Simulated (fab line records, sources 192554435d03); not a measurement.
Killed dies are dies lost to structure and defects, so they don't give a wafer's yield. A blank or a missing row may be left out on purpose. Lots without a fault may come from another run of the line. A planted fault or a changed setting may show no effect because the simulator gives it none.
One fault seen from 2 desks | flow n5_finfet | each desk has only its own numbers; what lay behind them comes last

THE TOOL OWNER'S DESK: litho_track-05
The tool's own readings at N5_BEOL_M5_COAT_65 (time 60 s, resist thk 60 nm): means of the sampled wafers that have a number, for each lot that ran on this tool. A lot is out of limits, marked OUT, if its mean lies more than 4 standard deviations from the usual mean; the brackets give that distance.
Columns: A = spin_speed_rpm at N5_BEOL_M5_COAT_65, usual 1499.7 rpm
lot  | first seen here | A
L892 | day 9 03:14     | 1500.9
L895 | day 9 13:15     | 1499.1
L896 | day 9 21:11     | 1498.0
L903 | day 11 15:25    | 1499.6
L909 | day 13 07:38    | 1499.3
L911 | day 13 19:23    | 1219.2 (-99 or more) OUT
L913 | day 14 00:05    | 1216.9 (-99 or more) OUT
This desk's finding: out of limits on L911, L913; first on L911, day 13 19:23 (spin_speed_rpm at N5_BEOL_M5_COAT_65). In limits: L892, L895, L896, L903, L909.

THE METROLOGY DESK
What the gauges read, lot by lot, whatever tool the lot ran on: means of the sampled wafers that have a number. A lot is out of limits, marked OUT, if its mean lies more than 4 standard deviations from the usual mean; the brackets give that distance.
Columns: A = M5_OVL at N5_BEOL_M5_OVL_MEAS_12, usual -0.1 nm; B = V4_OVL at N5_BEOL_M5_OVL_MEAS_29, usual 0.1 nm
lot  | first seen here | A    | B
L892 | day 9 02:35     | -0.3 | 0.4
L893 | day 9 02:44     | 0.1  | -0.6
L894 | day 9 08:35     | 0.0  | 0.4
L895 | day 9 09:05     | -0.0 | 1.2
L896 | day 9 19:02     | -1.3 | -0.1
L897 | day 9 19:04     | 0.4  | 0.5
L898 | day 9 22:39     | 0.1  | -0.5
L903 | day 11 14:30    | -0.6 | 1.2
L909 | day 13 04:18    | -0.1 | 0.0
L911 | day 13 17:39    | -1.0 | 0.6
L912 | day 13 17:50    | 0.7  | -0.6
L913 | day 13 21:10    | 0.1  | 0.3
This desk's finding: nothing out of limits on any of the 12 lots.

PUT TOGETHER
The tool owner's desk could have raised an alarm at day 13 19:23, on L911, L913.
The metrology desk saw nothing out of limits.
The metrology desk has L911, L913 on record, within its limits.
Of the lots named, all ran N5_BEOL_M5_COAT_65 on litho_track-05.

WHAT THE SIMULATOR HAD PUT IN
Process parameter drift: litho_track-05, from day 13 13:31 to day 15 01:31, at N5_BEOL_M5_COAT_65. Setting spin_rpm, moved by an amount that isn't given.
Lots struck among those shown: L911, L913.
Hours from the fault's start to each desk's first reading out of limits: the tool owner's desk, 6.
